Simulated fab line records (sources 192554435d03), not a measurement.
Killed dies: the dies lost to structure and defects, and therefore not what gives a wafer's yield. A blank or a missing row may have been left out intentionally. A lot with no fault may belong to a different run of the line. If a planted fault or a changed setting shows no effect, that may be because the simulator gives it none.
Struck lot and sound lot, side by side    flow n5Finfet    25 out of 1938 route steps
Sound: the wafers L622.2, L622.3, L622.5. The struck wafers were L634.1, L634.3, L634.5. The cause comes at the end.
For every step that has rows: the tool of each side, followed by ch and its chambers, followed by its first start. Under that, the readings that differ: sound wafers    struck wafers    difference of the means    sigmas: that difference in standard deviations of wafers without a fault.
alike: words and numbers the same on both sides, and readings whose means are apart by under 2 such deviations; not compared: readings that were withheld, readings missing a value for some wafer, numbers with overlapping values and no deviation given by the record, and bounds like >300 which may hide the same value.
Wherever a step has rows on one side only, a row that says differs or no value, or a row with sigmas, the two part there. Numbers that have no deviation but don't overlap get no sigmas and don't part them. Lack of a reading on every wafer of one side parts them only where that side has two or more wafers.

N5_BEOL_M7_INSPECT_13: inspects for defects (brightfield).
  sound: defectInspect-02 at day 10 03:54; struck: defectInspect-01 at day 13 13:00
  alike: rawDefectCount
N5_BEOL_M7_DESCUM_16: chemistry O2, time 7.9 s.
  sound on rieDiel-04 ch 0,1,3, day 10 05:30; struck on rieDiel-03 ch 2,3, day 13 13:04
  alike: drypumpMotorCurrentA, oesProductAu, rfVppV, showerheadPlenumPTorr, throttleValvePct
  not compared: rfHoursCounterH
N5_BEOL_M7_ETCH_61: etches SiARC in CF4, target depth 45.5 nm, time 75.8 s.
  sound on rieDiel-04 ch 0,1,3, day 10 05:32; struck on rieDiel-03 ch 2,3, day 13 13:06
  alike: drypumpMotorCurrentA, etchRfOnTimeS, oesProductAu, rfVppV, showerheadPlenumPTorr, throttleValvePct
  not compared: rfHoursCounterH
N5_BEOL_M7_ETCH_62: etches SOC in N2/H2, target depth 110 nm, overetch 22 nm, time 165 s.
  sound on rieDiel-04 ch 0,1,3, day 10 05:36; struck on rieDiel-03 ch 2,3, day 13 13:09
  alike: drypumpMotorCurrentA, oesProductAu, rfVppV, showerheadPlenumPTorr, throttleValvePct
  not compared: rfHoursCounterH
then, 2 steps without rows for these wafers: N5_BEOL_M7_STRIP_68 (strips in N2/H2); N5_BEOL_M7_STRIP_67 (strips in CF4).
N5_BEOL_M7_HM_OPEN_17: chemistry Cl2/BCl3, target TiN, target depth 20 nm, overetch 6 nm.
  sound on rieMetal-01 ch 0,1, day 10 05:47; struck on rieMetal-01 ch 0,1, day 13 13:20
  alike: drypumpMotorCurrentA, oesProductAu, throttleValvePct
  not compared: rfHoursCounterH
then, 1 step without rows for these wafers: N5_BEOL_M7_STRIP_19 (strips in O2).
N5_BEOL_M7_CD_MEAS_18: pitch 80 nm, target cd 40 nm.
  sound: cdSem-03 at day 10 06:01; struck: cdSem-01 at day 13 13:31
  alike: cdNm
then, 3 steps without rows for these wafers: N5_BEOL_M7_COAT_63 (time 60 s, resist thk 60 nm); N5_BEOL_M7_COAT_64 (time 60 s, resist thk 12 nm); N5_BEOL_M7_COAT_71 (time 60 s, resist thk 5 nm).
N5_BEOL_M7_COAT_22: resist thk 30 nm.
  sound on lithoTrack-04 ch 0, day 10 06:11; struck on lithoTrack-03 ch 0, day 13 14:05
reading                                      sound                 struck                difference  sigmas
spinSpeedRpm (rpm)                           1498.7 1500.6 1501.6  1578.2 1578.6 1579.1  +78.3       +65
model.CAR-EUV_of_BEOL_M7_COAT_22.thkNm (nm)  30 30 30              29.2 29.2 29          -0.9        
then, 5 steps without rows for these wafers: N5_BEOL_M7_EBR_24; N5_BEOL_M7_SOFTBAKE_23 (time 60 s); N5_BEOL_M7_EXPOSE_25 (exposes mask V6, target cd 40 nm); N5_BEOL_M7_PEB_26 (peb time 60 s); N5_BEOL_M7_DEVELOP_27 (develop time 30 s).
N5_BEOL_M7_CD_MEAS_28: the cd target is 40 nm.
  sound on cdSem-01 ch 0, day 10 06:35; struck on cdSem-01 ch 0, day 13 14:28
  alike: cdNm
N5_BEOL_M7_OVL_MEAS_29:
  sound on overlay-01 ch 0, day 10 06:37; struck on overlay-01 ch 0, day 13 14:29
  alike: V6_OVL
N5_BEOL_M7_INSPECT_30: inspects for defects (brightfield).
  sound: defectInspect-01 at day 10 06:40; struck: defectInspect-01 at day 13 14:33
  alike: rawDefectCount
then, 2 steps without rows for these wafers: N5_BEOL_M7_DESCUM_33 (chemistry O2, time 7 s); N5_BEOL_M7_ETCH_72 (etches underlayer in N2/H2, target depth 6.5 nm, time 5.2 s).
N5_BEOL_M7_ETCH_65: etches SiARC in CF4, target depth 15.6 nm, time 26 s.
  sound on rieDiel-03 ch 1,3, day 10 08:11; struck on rieDiel-03 ch 1,3, day 13 14:53
reading                                      sound           struck          difference  sigmas
model.CAR-EUV_of_BEOL_M7_COAT_22.thkNm (nm)  11.2 11.2 11.2  10.4 10.4 10.2  -0.9        
  alike: drypumpMotorCurrentA, etchRfOnTimeS, oesProductAu, rfVppV, showerheadPlenumPTorr, throttleValvePct
  not compared: rfHoursCounterH
N5_BEOL_M7_ETCH_66: etches SOC in N2/H2, target depth 80 nm, overetch 16 nm, time 120 s.
  sound on rieDiel-03 ch 1,3, day 10 08:13; struck on rieDiel-03 ch 1,3, day 13 14:55
  alike: drypumpMotorCurrentA, oesProductAu, rfVppV, showerheadPlenumPTorr, throttleValvePct
  not compared: rfHoursCounterH

WHERE THEY PART
Only at N5_BEOL_M7_COAT_22, as far as this record shows. Later steps at which nothing parts them and some readings are alike: N5_BEOL_M7_CD_MEAS_28, N5_BEOL_M7_OVL_MEAS_29, N5_BEOL_M7_INSPECT_30, N5_BEOL_M7_ETCH_65, N5_BEOL_M7_ETCH_66.

WHY: what the simulator had put in
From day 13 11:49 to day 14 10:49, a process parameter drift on lithoTrack-03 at N5_BEOL_M7_COAT_22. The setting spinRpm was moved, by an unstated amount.
